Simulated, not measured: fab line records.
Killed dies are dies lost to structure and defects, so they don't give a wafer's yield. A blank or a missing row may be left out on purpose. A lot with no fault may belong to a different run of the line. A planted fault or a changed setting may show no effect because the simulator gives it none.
A struck lot beside a sound one + flow n5_finfet + 38 out of 1938 route steps
Sound: these wafers, L616.1, L616.2, L616.4. Struck: wafer L599.4; the same lot's L599.5 was not struck, so it is left out; see the end for the cause.
For every step that has rows: the tool of each side, followed by ch and its chambers, followed by its first start. Under that, the readings that differ: sound wafers + struck wafers + difference of the means + sigmas: that difference in standard deviations of wafers without a fault.
alike: readings with means less than 2 such deviations apart, plus words and numbers identical on both sides. not compared: withheld readings, readings lacking a value on some wafer, bounds such as >300 that could conceal the same value, and numbers that have no deviation in the record and whose values overlap.
A row with sigmas, a row that says differs or no value, or rows on one side alone: a step with any of these is where the two part. Numbers that don't overlap but have no deviation are shown without sigmas and don't part them. Lack of a reading on every wafer of one side parts them only where that side has two or more wafers.

first, 9 steps without rows for these wafers: N5_BEOL_M2_ANNEAL_95 (time 240 s); N5_BEOL_M2_SPUTTER_96 (material Cu, target thk 4.5 nm, time 8.29 s); N5_BEOL_M2_ECD_50 (material Cu, target thk 300 nm); N5_BEOL_M2_ANNEAL_51 (time 90 s); N5_BEOL_M2_CMP_52 (polishes, stops on SiOC, t overpolish 6.8 s, target thk 40 nm); N5_BEOL_M2_PRE_CLEAN_60 (time 15 s); N5_BEOL_M2_CO_CAP_55 (material Co, precursor CCTBA/H2, target thk 2 nm, time 102.1 s); N5_BEOL_M2_PRE_CLEAN_56 (time 15 s); N5_BEOL_M2_DEP_57 (deposits SiCN from 3MS/NH3, target thk 8 nm, time 14 s).
N5_BEOL_M3_ILD_DEP_00: deposits SiOC from DEMS/O2, target thk 79 nm, time 15.3 s.
  sound on pecvd-02 ch 0,2, day 12 15:59; struck on pecvd-02 ch 0, day 8 12:35
| reading                                      | sound        | struck | difference | sigmas |
|----------------------------------------------|--------------|--------|------------|--------|
| model.SiOC_of_BEOL_M3_ILD_DEP_00.thk_nm (nm) | 78.4 78 79.6 | 121.2  | +42.5      |        |
  alike: heater_power_w, showerhead_plenum_p_Torr, throttle_valve_pct
N5_BEOL_M3_THK_MEAS_01:
  sound on film_metro-01, day 12 16:04; struck on film_metro-01, day 8 12:38
| reading         | sound          | struck | difference | sigmas |
|-----------------|----------------|--------|------------|--------|
| M3_ILD_THK (nm) | 78.3 78.0 79.6 | 121.3  | +42.7      | +44    |
then, 24 steps without rows for these wafers: N5_BEOL_M3_PECVD_72 (deposits SiO2 from TEOS/O2, target thk 16 nm, time 18 s); N5_BEOL_M3_HM_DEP_02 (deposits TiN, target thk 20 nm); N5_BEOL_M3_COAT_61 (time 60 s, resist thk 60 nm); N5_BEOL_M3_COAT_62 (time 60 s, resist thk 12 nm); N5_BEOL_M3_COAT_73 (time 60 s, resist thk 5 nm); N5_BEOL_M3_COAT_05 (resist thk 30 nm); N5_BEOL_M3_EBR_07; N5_BEOL_M3_SOFTBAKE_06 (time 60 s); N5_BEOL_M3_EXPOSE_08 (exposes mask M3); N5_BEOL_M3_PEB_09 (peb time 60 s); N5_BEOL_M3_DEVELOP_10 (develop time 30 s); N5_BEOL_M3_DESCUM_16 (chemistry O2, time 7 s); N5_BEOL_M3_ETCH_74 (etches underlayer in N2/H2, target depth 6.5 nm, time 5.2 s); N5_BEOL_M3_ETCH_63 (etches SiARC in CF4, target depth 15.6 nm, time 26 s); N5_BEOL_M3_ETCH_64 (etches SOC in N2/H2, target depth 75 nm, overetch 15 nm, time 112.5 s); N5_BEOL_M3_STRIP_65 (strips in N2/H2); N5_BEOL_M3_STRIP_75 (strips in N2/H2); N5_BEOL_M3_STRIP_66 (strips in CF4); N5_BEOL_M3_HM_OPEN_17 (chemistry Cl2/BCl3, target TiN, target depth 20 nm, overetch 6 nm); N5_BEOL_M3_STRIP_19 (strips in O2); N5_BEOL_M3_COAT_67 (time 60 s, resist thk 60 nm); N5_BEOL_M3_COAT_68 (time 60 s, resist thk 12 nm); N5_BEOL_M3_COAT_76 (time 60 s, resist thk 5 nm); N5_BEOL_M3_COAT_22 (resist thk 30 nm).
N5_BEOL_M3_CMP_52: polishes, stops on SiOC, t overpolish 6.8 s, target thk 40 nm.
  sound on cmp-02 ch 0,2,3, day 13 05:19; struck on cmp-03 ch 3, day 8 21:49
| reading                                      | sound          | struck | difference | sigmas |
|----------------------------------------------|----------------|--------|------------|--------|
| model.Cu_of_BEOL_M3_ECD_50.thk_nm (nm)       | 40.2 39.4 41.6 | 81     | +41        |        |
| model.SiOC_of_BEOL_M3_ILD_DEP_00.thk_nm (nm) | 75.4 75 76.6   | 118.2  | +42.5      |        |
  alike: motor_current_A
N5_BEOL_M4_RC_MEAS_101:
  the record has rows for the sound wafers here (prober-02 ch 0, day 13 20:50) and none for the struck ones
-- a jump in the record: the struck wafers' starts before and after are 5 days apart (it breaks off in module BEOL_M4 and resumes in module PASSIVATION, where the first step shown is number 1936 of the route) --
N5_PASSIVATION_PROBE_49:
  rows exist in the record for the struck wafers here (prober-01, day 13 11:39), but not for the sound ones

== WHERE THEY PART ==
Earliest at N5_BEOL_M3_THK_MEAS_01; latest, in this record, at N5_PASSIVATION_PROBE_49.

WHY: whatever the simulator had introduced
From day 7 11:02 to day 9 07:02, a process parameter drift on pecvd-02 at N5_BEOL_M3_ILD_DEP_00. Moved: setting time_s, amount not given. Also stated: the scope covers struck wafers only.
